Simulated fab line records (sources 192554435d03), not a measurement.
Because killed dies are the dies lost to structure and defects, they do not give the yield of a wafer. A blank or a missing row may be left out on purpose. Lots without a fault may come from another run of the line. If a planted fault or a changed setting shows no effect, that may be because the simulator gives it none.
A struck lot beside a sound one + flow n5_finfet + 15 out of 1938 route steps
Sound: the wafers L448.4, L448.5, L448.6. Struck: wafer L459.4. (L459.1, L459.5 of the same lot were not struck and are left out.) The cause comes at the end.
At each step with rows: each side's tool, then ch and its chambers, then its first start. Under that, the readings that differ: sound wafers + struck wafers + difference of the means + sigmas: that difference in standard deviations of wafers without a fault.
alike: words and numbers the same on both sides, and readings whose means are apart by under 2 such deviations; not compared: readings that were withheld, readings missing a value for some wafer, numbers with overlapping values and no deviation given by the record, and bounds like >300 which may hide the same value.
Wherever a step has rows on one side only, a row that says differs or no value, or a row with sigmas, the two part there. Numbers that have no deviation but don't overlap get no sigmas and don't part them. Lack of a reading on every wafer of one side parts them only where that side has two or more wafers.

first, 8 steps without rows for these wafers: N5_BEOL_M4_COAT_62 (time 60 s, resist thk 12 nm); N5_BEOL_M4_COAT_73 (time 60 s, resist thk 5 nm); N5_BEOL_M4_COAT_05 (resist thk 30 nm); N5_BEOL_M4_EBR_07; N5_BEOL_M4_SOFTBAKE_06 (time 60 s); N5_BEOL_M4_EXPOSE_08 (exposes mask M4); N5_BEOL_M4_PEB_09 (peb time 60 s); N5_BEOL_M4_DEVELOP_10 (develop time 30 s).
N5_BEOL_M4_CD_MEAS_11: target cd 16.79 nm.
  sound on cd_sem-03 ch 0, day 7 20:35; struck on cd_sem-01 ch 0, day 10 12:26
  alike: cd_nm
N5_BEOL_M4_OVL_MEAS_12:
  sound on overlay-01 ch 0, day 7 20:37; struck on overlay-01 ch 0, day 10 12:28
  alike: M4_OVL
N5_BEOL_M4_INSPECT_13: inspects for defects (brightfield).
  sound on defect_inspect-02, day 7 20:40; struck on defect_inspect-01, day 10 12:32
  alike: raw_defect_count
N5_BEOL_M4_DESCUM_16: chemistry O2, time 7 s.
  sound on rie_diel-04 ch 0,2,3, day 7 20:43; struck on rie_diel-06 ch 2, day 10 12:58
| reading                         | sound          | struck | difference | sigmas |
|---------------------------------|----------------|--------|------------|--------|
| showerhead_plenum_p_Torr (Torr) | 2.12 2.13 2.23 | 2.01   | -0.15      | -2     |
  alike: drypump_motor_current_A, oes_product_au, rf_vpp_V, temp_c, throttle_valve_pct
  not compared: rf_hours_counter_h
N5_BEOL_M4_ETCH_74: etches underlayer in N2/H2, target depth 6.5 nm, time 5.2 s.
  sound on rie_diel-04 ch 0,2,3, day 7 20:44; struck on rie_diel-06 ch 2, day 10 12:59
| reading                         | sound             | struck | difference | sigmas |
|---------------------------------|-------------------|--------|------------|--------|
| etch_rf_on_time_s (s)           | 5.13 5.05 5.14    | 3.62   | -1.49      | -16    |
| rf_vpp_V (V)                    | 522.2 522.9 526.7 | 518.4  | -5.5       | -2     |
| showerhead_plenum_p_Torr (Torr) | 2.60 2.59 2.70    | 2.46   | -0.17      | -2     |
  alike: drypump_motor_current_A, oes_product_au, throttle_valve_pct
  not compared: rf_hours_counter_h
N5_BEOL_M4_ETCH_63: etches SiARC in CF4, target depth 15.6 nm, time 26 s.
  sound on rie_diel-04 ch 0,2,3, day 7 20:46; struck on rie_diel-06 ch 2, day 10 13:01
  alike: drypump_motor_current_A, etch_rf_on_time_s, oes_product_au, rf_vpp_V, showerhead_plenum_p_Torr, throttle_valve_pct
  not compared: rf_hours_counter_h
N5_BEOL_M4_RC_MEAS_101:
  sound on prober-02 ch 0, day 8 03:07; struck on prober-01 ch 0, day 10 23:35
  alike: DIBL_N, DIBL_P, IOFF_N, IOFF_P, ION_N, ION_P, SS_N, SS_P, VT_N, VT_P

== WHERE THEY PART ==
First at N5_BEOL_M4_DESCUM_16; last, within this record, at N5_BEOL_M4_ETCH_74. Later steps at which nothing parts them and some readings are alike: N5_BEOL_M4_ETCH_63, N5_BEOL_M4_RC_MEAS_101.

WHY: what had been put in by the simulator
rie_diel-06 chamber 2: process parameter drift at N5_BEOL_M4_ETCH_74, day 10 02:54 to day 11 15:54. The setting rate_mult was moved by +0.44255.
